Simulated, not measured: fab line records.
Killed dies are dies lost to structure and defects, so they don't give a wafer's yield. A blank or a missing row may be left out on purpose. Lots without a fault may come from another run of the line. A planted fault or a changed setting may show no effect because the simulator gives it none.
Lot-split experiment || flow n5 finfet || 7 lots, 21 wafers read, on a route of 1938 steps

THE SPLIT
At N5_BEOL_M15_SPUTTER_44 (material Ta, target thk 15 nm, time 24.19 s), the setting power w was moved away from the recipe's 15000 W on 7 of the 21 wafers read, by -9.2% to +16.3%. The other wafers ran this setting at the recipe's value.

The split's own step is where the reading is taken.

THE READING
Ta_of_BEOL_M15_SPUTTER_44.thk nm (the simulator's own value, which no gauge read), in nm, at N5_BEOL_M15_SPUTTER_44 (material Ta, target thk 15 nm, time 24.19 s). There is no usual value for it anywhere in the file. Here, 14 wafers ran the recipe; their average is 15.1 nm with a standard deviation of 0.19 nm.

{"wafer": "L075.1", "tool, chamber at the split": "pvd sputter-01, -", "power w as run, W": 15000, "against the recipe": "recipe", "Ta_of_BEOL_M15_SPUTTER_44.thk nm, nm": 14.8, "against lot-mates on the recipe": "-"}
{"wafer": "L075.4", "tool, chamber at the split": "pvd sputter-01, -", "power w as run, W": 15000, "against the recipe": "recipe", "Ta_of_BEOL_M15_SPUTTER_44.thk nm, nm": 14.8, "against lot-mates on the recipe": "-"}
{"wafer": "L075.3", "tool, chamber at the split": "pvd sputter-01, -", "power w as run, W": 15000, "against the recipe": "recipe", "Ta_of_BEOL_M15_SPUTTER_44.thk nm, nm": 15, "against lot-mates on the recipe": "-"}
{"wafer": "L076.1", "tool, chamber at the split": "pvd sputter-03, -", "power w as run, W": 13620, "against the recipe": "-9.2%", "Ta_of_BEOL_M15_SPUTTER_44.thk nm, nm": 13.4, "against lot-mates on the recipe": -1.4}
{"wafer": "L076.2", "tool, chamber at the split": "pvd sputter-03, -", "power w as run, W": 13620, "against the recipe": "-9.2%", "Ta_of_BEOL_M15_SPUTTER_44.thk nm, nm": 13.4, "against lot-mates on the recipe": -1.4}
{"wafer": "L076.6", "tool, chamber at the split": "pvd sputter-03, -", "power w as run, W": 15000, "against the recipe": "recipe", "Ta_of_BEOL_M15_SPUTTER_44.thk nm, nm": 14.8, "against lot-mates on the recipe": "-"}
{"wafer": "L077.2", "tool, chamber at the split": "pvd sputter-02, -", "power w as run, W": 17440, "against the recipe": "+16.3%", "Ta_of_BEOL_M15_SPUTTER_44.thk nm, nm": 17.4, "against lot-mates on the recipe": "+2.3"}
{"wafer": "L077.5", "tool, chamber at the split": "pvd sputter-02, -", "power w as run, W": 15000, "against the recipe": "recipe", "Ta_of_BEOL_M15_SPUTTER_44.thk nm, nm": 15.2, "against lot-mates on the recipe": "-"}
{"wafer": "L077.6", "tool, chamber at the split": "pvd sputter-02, -", "power w as run, W": 15000, "against the recipe": "recipe", "Ta_of_BEOL_M15_SPUTTER_44.thk nm, nm": 15, "against lot-mates on the recipe": "-"}
{"wafer": "L080.4", "tool, chamber at the split": "pvd sputter-03, -", "power w as run, W": 15000, "against the recipe": "recipe", "Ta_of_BEOL_M15_SPUTTER_44.thk nm, nm": 15.2, "against lot-mates on the recipe": "-"}
{"wafer": "L080.5", "tool, chamber at the split": "pvd sputter-03, -", "power w as run, W": 15000, "against the recipe": "recipe", "Ta_of_BEOL_M15_SPUTTER_44.thk nm, nm": 15.2, "against lot-mates on the recipe": "-"}
{"wafer": "L080.6", "tool, chamber at the split": "pvd sputter-03, -", "power w as run, W": 15000, "against the recipe": "recipe", "Ta_of_BEOL_M15_SPUTTER_44.thk nm, nm": 15.2, "against lot-mates on the recipe": "-"}
{"wafer": "L087.1", "tool, chamber at the split": "pvd sputter-02, -", "power w as run, W": 15000, "against the recipe": "recipe", "Ta_of_BEOL_M15_SPUTTER_44.thk nm, nm": 15.4, "against lot-mates on the recipe": "-"}
{"wafer": "L087.2", "tool, chamber at the split": "pvd sputter-02, -", "power w as run, W": 15000, "against the recipe": "recipe", "Ta_of_BEOL_M15_SPUTTER_44.thk nm, nm": 15.2, "against lot-mates on the recipe": "-"}
{"wafer": "L087.4", "tool, chamber at the split": "pvd sputter-02, -", "power w as run, W": 16880, "against the recipe": "+12.5%", "Ta_of_BEOL_M15_SPUTTER_44.thk nm, nm": 17.2, "against lot-mates on the recipe": "+1.9"}
{"wafer": "L089.2", "tool, chamber at the split": "pvd sputter-02, -", "power w as run, W": 15000, "against the recipe": "recipe", "Ta_of_BEOL_M15_SPUTTER_44.thk nm, nm": 15.2, "against lot-mates on the recipe": "-"}
{"wafer": "L089.3", "tool, chamber at the split": "pvd sputter-02, -", "power w as run, W": 16340, "against the recipe": "+8.9%", "Ta_of_BEOL_M15_SPUTTER_44.thk nm, nm": 16.6, "against lot-mates on the recipe": "+1.5"}
{"wafer": "L089.5", "tool, chamber at the split": "pvd sputter-02, -", "power w as run, W": 15000, "against the recipe": "recipe", "Ta_of_BEOL_M15_SPUTTER_44.thk nm, nm": 15, "against lot-mates on the recipe": "-"}
{"wafer": "L090.1", "tool, chamber at the split": "pvd sputter-03, -", "power w as run, W": 15000, "against the recipe": "recipe", "Ta_of_BEOL_M15_SPUTTER_44.thk nm, nm": 14.8, "against lot-mates on the recipe": "-"}
{"wafer": "L090.2", "tool, chamber at the split": "pvd sputter-03, -", "power w as run, W": 16190, "against the recipe": "+7.9%", "Ta_of_BEOL_M15_SPUTTER_44.thk nm, nm": 16.4, "against lot-mates on the recipe": "+1.6"}
{"wafer": "L090.4", "tool, chamber at the split": "pvd sputter-03, -", "power w as run, W": 16190, "against the recipe": "+7.9%", "Ta_of_BEOL_M15_SPUTTER_44.thk nm, nm": 16.4, "against lot-mates on the recipe": "+1.6"}

FIT RESULTS
A straight line over all 21 wafers: Ta_of_BEOL_M15_SPUTTER_44.thk nm changes by +0.165 nm for each +1% of power w; r = +0.98; the points scatter about the line by 0.19 nm.
The same after taking each lot's own level away (the mean of its wafers on the recipe; 21 wafers): +0.157 nm for each +1%; r = +0.99; scatter 0.15 nm.
That fit puts the effect of the largest move of power w on the reading at 2.5 nm.
Across the lots, their own levels run from 14.80 to 15.30 nm, a range of 2.6 times the standard deviation given above.
Hence the lot-to-lot level has little effect on the slope; both slopes agree.
Check: with one of the wafers moved furthest among these (+16.3%) left out of the fit, the line predicts +2.72 nm for it against its lot-mates. Against them it came out at +2.3 nm.

OTHER SPLITS APPLIED TO THESE WAFERS
Other splits were also applied to these wafers ahead of the reading. Each is held against what the fit with the lots' levels taken away leaves over:
{"other split on the same wafers": "N5_BEOL_M12_ETCH_68 time s", "wafers away from the commonest value": 6, "r with Ta_of_BEOL_M15_SPUTTER_44.thk nm (lot level and that fit taken away)": -0.39}
{"other split on the same wafers": "N5_BEOL_M12_TRENCH_ETCH_34 time s", "wafers away from the commonest value": 6, "r with Ta_of_BEOL_M15_SPUTTER_44.thk nm (lot level and that fit taken away)": -0.13}
{"other split on the same wafers": "N5_BEOL_M14_COAT_58 spin rpm", "wafers away from the commonest value": 9, "r with Ta_of_BEOL_M15_SPUTTER_44.thk nm (lot level and that fit taken away)": -0.23}
{"other split on the same wafers": "N5_BEOL_M14_PEB_08 peb time s", "wafers away from the commonest value": 8, "r with Ta_of_BEOL_M15_SPUTTER_44.thk nm (lot level and that fit taken away)": "+0.61"}
{"other split on the same wafers": "N5_BEOL_M15_COAT_04 spin rpm", "wafers away from the commonest value": 5, "r with Ta_of_BEOL_M15_SPUTTER_44.thk nm (lot level and that fit taken away)": "+0.23"}

THE FILE'S OWN FIT
Ta_of_BEOL_M15_SPUTTER_44.thk nm changes by +0.154 nm for each +1% of power w, r = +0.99.
